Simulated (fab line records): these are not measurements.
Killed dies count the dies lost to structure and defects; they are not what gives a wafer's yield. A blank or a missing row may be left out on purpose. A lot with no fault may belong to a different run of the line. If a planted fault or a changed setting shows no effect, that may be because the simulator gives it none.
Which tool was responsible? -- flow nandHarc -- 18 wafers from 6 lots sampled at 3 of the route's 1302 steps

## WHAT EACH GAUGE READ, for each wafer
NHARC_A_ONON_D1_INSPECT_32.
lot,measured,on,rawDefectCount
L774,day 9 01:45,defectInspect-02,78 89 55
L775,day 9 10:30,defectInspect-02,29 59 46
L778,day 10 18:15,defectInspect-01,50 50 96
L780,day 11 08:07,defectInspect-01,59 103 69
L785,day 14 00:43,defectInspect-01,78 45 86
L795,day 17 17:10,defectInspect-02,445 467 466

## WHICH TOOL RAN EACH LOT (tool, then ch and the chambers of the sampled wafers, then the start)
lot,NHARC_A_ZERO_WELL_ETCH_13,NHARC_A_ONON_D1_DEP_33
L774,"rieSi-04 ch 0,1, day 7 10:45","pecvd-01 ch 0,1, day 9 01:16"
L775,"rieSi-06 ch 1,2, day 7 22:22","pecvd-01 ch 0,1, day 9 10:03"
L778,"rieSi-04 ch 0,2,3, day 9 05:35","pecvd-04 ch 0,1,2, day 10 17:45"
L780,"rieSi-04 ch 0,2,3, day 9 22:09","pecvd-04 ch 1,2, day 11 07:40"
L785,"rieSi-05 ch 0,1,2, day 12 02:49","pecvd-02 ch 0,1,2, day 14 00:13"
L795,"rieSi-04 ch 0,1,3, day 16 06:47","pecvd-02 ch 1,2, day 17 16:42"
- NHARC_A_ZERO_WELL_ETCH_13: etches the open film in HBr/Cl2, target depth 120 nm, time 40.1 s.
- NHARC_A_ONON_D1_DEP_33: deposits SiO2, target thk 200 nm.

## THE ANSWER, worked out from the rows above alone
Rule: usual is defined by the lots themselves. Put in order of their means at a reading, lots are off if they are a third of the lots or fewer, leave a main group of 4 or more, and stand apart from it by a gap of 3 or more times the standard deviation of the main group's means; of several such gaps the widest counts. A main group whose means are all the same, to the digits that the tables above print for the reading, isn't used. Also off: a lot with no number at a reading for which 4 or more lots have one. Where the step has rows for the other lots, those lots are counted as sound.
Off at NHARC_A_ONON_D1_INSPECT_32 (rawDefectCount): L795. The main group has a mean of 66 with a standard deviation of 11.
A tool fits if, at a process step before that reading, it ran every lot that is off, and no sound lot after the first of them. Those tools and the gauges at NHARC_A_ONON_D1_INSPECT_32 are tried in the same way. Can't be told from this: 3 tools fit, rieSi-04 at NHARC_A_ZERO_WELL_ETCH_13, pecvd-02 at NHARC_A_ONON_D1_DEP_33, defectInspect-02 at NHARC_A_ONON_D1_INSPECT_32.

## WHAT HAD BEEN PUT IN BY THE SIMULATOR
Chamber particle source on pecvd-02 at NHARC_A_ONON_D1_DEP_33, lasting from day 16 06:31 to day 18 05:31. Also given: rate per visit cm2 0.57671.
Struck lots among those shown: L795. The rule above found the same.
